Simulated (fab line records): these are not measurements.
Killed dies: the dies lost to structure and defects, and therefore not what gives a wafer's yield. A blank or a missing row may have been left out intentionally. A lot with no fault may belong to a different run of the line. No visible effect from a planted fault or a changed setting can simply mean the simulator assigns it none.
Chamber matching + flow n5-finfet + N5_FIN_SAQP_MANDREL1_REMOVE_56 on rie-si-02 has 4 sister chambers
The step chemistry HBr/Cl2/O2, target a-Si, stops on SiNx, bt time 10 s. 8 wafers are shown with their chamber, then 9 later ones without.

## WAFERS PAIRED WITH THEIR CHAMBERS
| wafer  | chamber | drypump-motor-current-A (A) | oes-product-au (a.u.) |
|--------|---------|-----------------------------|-----------------------|
| L074.2 | 3       | 5.4                         | 0.980                 |
| L079.4 | 2       | 4.7                         | 1.029                 |
| L081.3 | 0       | 5.6                         | 1.005                 |
| L081.5 | 1       | 5.4                         | 1.000                 |
| L081.6 | 2       | 4.7                         | 1.019                 |
| L082.1 | 3       | 5.5                         | 0.982                 |
| L082.3 | 0       | 5.6                         | 1.002                 |
| L082.5 | 1       | 5.4                         | 0.997                 |

## WAFERS MISSING THEIR CHAMBER
| wafer  | drypump-motor-current-A (A) | oes-product-au (a.u.) |
|--------|-----------------------------|-----------------------|
| L086.1 | 5.4                         | 0.981                 |
| L086.5 | 5.4                         | 0.987                 |
| L086.6 | 5.6                         | 0.999                 |
| L094.1 | 5.6                         | 1.003                 |
| L094.4 | 5.4                         | 1.004                 |
| L094.5 | 5.4                         | 0.983                 |
| L095.3 | 5.4                         | 0.981                 |
| L095.5 | 5.4                         | 1.000                 |
| L095.6 | 5.6                         | 1.003                 |

## WHICH CHAMBER EACH ONE RAN IN
| wafer  | from the rows above     | in truth                   |
|--------|-------------------------|----------------------------|
| L086.1 | 3                       | 3                          |
| L086.5 | can't be placed: 3 or 1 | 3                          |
| L086.6 | 0                       | 0                          |
| L094.1 | 0                       | 0                          |
| L094.4 | 1                       | 1                          |
| L094.5 | 3                       | 3                          |
| L095.3 | 3                       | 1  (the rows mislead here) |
| L095.5 | 1                       | 1                          |
| L095.6 | 0                       | 0                          |
Correctly placed: 7 of 9. From these rows, 1 cannot be placed; in 1 the true chamber is one of the candidates. Placed wrongly: 1.
How it was worked out, from the rows above alone: a wafer's distance from a chamber is the root of the sum, over the readings, of the square of ((its reading less the chamber's mean) divided by the reading's scatter). If the next closest chamber is less than 2 further off than the closest, the wafer can't be placed; otherwise it belongs to the closest. The mean given for a chamber averages the wafers shown for that chamber. The scatter is the square root of a quotient: the sum, over the shown wafers, of each reading's squared deviation from its chamber's mean, divided by wafers minus chambers.
